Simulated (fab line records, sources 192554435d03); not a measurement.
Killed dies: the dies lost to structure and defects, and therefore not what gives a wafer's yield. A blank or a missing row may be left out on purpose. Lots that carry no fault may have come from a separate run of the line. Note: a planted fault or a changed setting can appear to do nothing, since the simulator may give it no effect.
Matching of chambers | flow n5-finfet | N5_BEOL_M10_DESCUM_33 on rie-diel-06: 4 sister chambers
The step chemistry O2, time 7.9 s. 4 wafers are shown with their chamber, then 7 later ones without.

== EACH WAFER AND ITS CHAMBER ==
wafer  | chamber | showerhead-plenum-p-Torr (Torr)
L083.2 | 0       | 2.16
L083.5 | 1       | 2.19
L091.1 | 2       | 2.03
L091.3 | 3       | 2.13

== WAFERS MISSING THEIR CHAMBER ==
wafer  | showerhead-plenum-p-Torr (Torr)
L091.6 | 2.03
L094.1 | 2.18
L094.2 | 2.02
L094.5 | 2.18
L093.3 | 2.13
L093.4 | 2.18
L093.5 | 2.02

== WHICH CHAMBER EACH WENT THROUGH ==
wafer  | from the rows above     | in truth
L091.6 | 2                       | 2
L094.1 | can't be placed: 1 or 0 | 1
L094.2 | 2                       | 2
L094.5 | can't be placed: 1 or 0 | 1
L093.3 | 3                       | 3
L093.4 | can't be placed: 1 or 0 | 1
L093.5 | 2                       | 2
Placed correctly: 4 of 7. Unplaceable from these rows: 3, with the true chamber sitting among the candidates in 3. Wrongly placed: 0.
How it was worked out, from the rows above alone: a wafer's distance from a chamber is the root of the sum, over the readings, of the square of ((its reading less the chamber's mean) divided by the reading's scatter). The wafer belongs to the nearest chamber; if the next one is less than 2 further off, it can't be placed. The mean given for a chamber averages the wafers shown for that chamber. The scatter (one wafer shown for each chamber): square how far every hidden wafer sits from the nearest shown wafer, average those squares and take the square root.
